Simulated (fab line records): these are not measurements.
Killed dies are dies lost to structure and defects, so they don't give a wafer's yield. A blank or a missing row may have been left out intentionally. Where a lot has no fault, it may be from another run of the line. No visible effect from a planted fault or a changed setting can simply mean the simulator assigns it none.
Lot-split experiment + flow n5-finfet + on a route of 1938 steps: 7 lots, 21 wafers read

ABOUT THE SPLIT
At N5_SD_EPI_P_EXPOSE_06 (exposes mask SD P BLK, target cd 240 nm), the setting dose-mj was moved away from the recipe's 39.5 on 8 of the 21 wafers read, by -2.8% to +6.8%. For the rest of the wafers, this setting stayed at what the recipe calls for.

FROM THE SPLIT TO THE READING: what the file shows between them, 2 steps
- N5_SD_EPI_P_PEB_07: peb time 60 s
- N5_SD_EPI_P_DEVELOP_08: develop time 30 s

THE READING
cd-nm, in nm, at N5_SD_EPI_P_CD_MEAS_09 (target cd 240 nm). Typical for fault-free wafers on this fab line: 239.6 nm, with standard deviation 0.73 nm.

| wafer  | tool, chamber at the split | dose-mj as run | against the recipe | cd-nm, nm | against lot-mates on the recipe |
|--------|----------------------------|----------------|--------------------|-----------|---------------------------------|
| L076.3 | arfi-scanner-02, 0         | 42.17          | +6.8%              | 243.2     | +3.8                            |
| L076.4 | arfi-scanner-02, 0         | 39.5           | recipe             | 239.5     | -                               |
| L076.6 | arfi-scanner-02, 0         | 39.5           | recipe             | 239.4     | -                               |
| L078.2 | arfi-scanner-02, 0         | 42.03          | +6.4%              | 243.1     | +4.0                            |
| L078.3 | arfi-scanner-02, 0         | 39.5           | recipe             | 239.0     | -                               |
| L078.5 | arfi-scanner-02, 0         | 39.5           | recipe             | 239.1     | -                               |
| L081.1 | arfi-scanner-03, 0         | 39.5           | recipe             | 239.1     | -                               |
| L081.5 | arfi-scanner-03, 0         | 39.5           | recipe             | 240.1     | -                               |
| L081.6 | arfi-scanner-03, 0         | 42.1           | +6.6%              | 243.2     | +3.6                            |
| L082.1 | arfi-scanner-01, 0         | 39.5           | recipe             | 238.0     | -                               |
| L082.4 | arfi-scanner-01, 0         | 39.5           | recipe             | 239.1     | -                               |
| L082.5 | arfi-scanner-01, 0         | 39.5           | recipe             | 240.3     | -                               |
| L083.1 | arfi-scanner-01, 0         | 41.59          | +5.3%              | 242.9     | +3.8                            |
| L083.4 | arfi-scanner-01, 0         | 39.5           | recipe             | 238.7     | -                               |
| L083.6 | arfi-scanner-01, 0         | 39.5           | recipe             | 239.5     | -                               |
| L088.1 | arfi-scanner-01, 0         | 40.47          | +2.5%              | 241.3     | no lot-mate on the recipe       |
| L088.2 | arfi-scanner-01, 0         | 40.47          | +2.5%              | 240.4     | no lot-mate on the recipe       |
| L088.6 | arfi-scanner-01, 0         | 40.47          | +2.5%              | 242.0     | no lot-mate on the recipe       |
| L093.1 | arfi-scanner-03, 0         | 39.5           | recipe             | 239.5     | -                               |
| L093.4 | arfi-scanner-03, 0         | 38.38          | -2.8%              | 237.9     | -1.1                            |
| L093.5 | arfi-scanner-03, 0         | 39.5           | recipe             | 238.5     | -                               |

THE FIT
A straight line over all 21 wafers: cd-nm changes by +0.614 nm for each +1% of dose-mj; r = +0.94; the points scatter about the line by 0.6 nm.
The same after taking each lot's own level away (the mean of its wafers on the recipe; 18 wafers): +0.583 nm for each +1%; r = +0.95; scatter 0.55 nm.
Per that fit: largest dose-mj move, reading shift of 3.9 nm.
Measured against the standard deviation above, the lots' own levels, which go from 239.00 to 239.60 nm, span 0.8 times it.
So the lot-to-lot level changes the slope little: the two slopes agree.
Check: with one of the wafers moved furthest among these (+6.8%) left out of the fit, the line predicts +4.1 nm for it against its lot-mates. It came out at +3.75 nm against them.

THE WHOLE CHAIN: every reading that the file lists as answering this split, in the file's order
| step                   | what it does                                           | reading                                                         | change (the file's fit)               | r (the file's) |
|------------------------|--------------------------------------------------------|-----------------------------------------------------------------|---------------------------------------|----------------|
| N5_SD_EPI_P_CD_MEAS_09 | target cd 240 nm                                       | cd-nm                                                           | +0.592 nm for each +1% of the setting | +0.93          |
| N5_SD_EPI_P_DESCUM_14  | chemistry O2, time 7.9 s                               | SD_EPI_P.cd-nm (the simulator's own value, which no gauge read) | +0.599 nm for each +1% of the setting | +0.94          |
| N5_SD_EPI_P_ETCH_36    | etches SiARC in CF4, target depth 45.5 nm, time 75.8 s | SD_EPI_P.cd-nm (the simulator's own value, which no gauge read) | +0.593 nm for each +1% of the setting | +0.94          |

THE FILE'S OWN FIT
cd-nm changes by +0.592 nm for each +1% of dose-mj, r = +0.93.
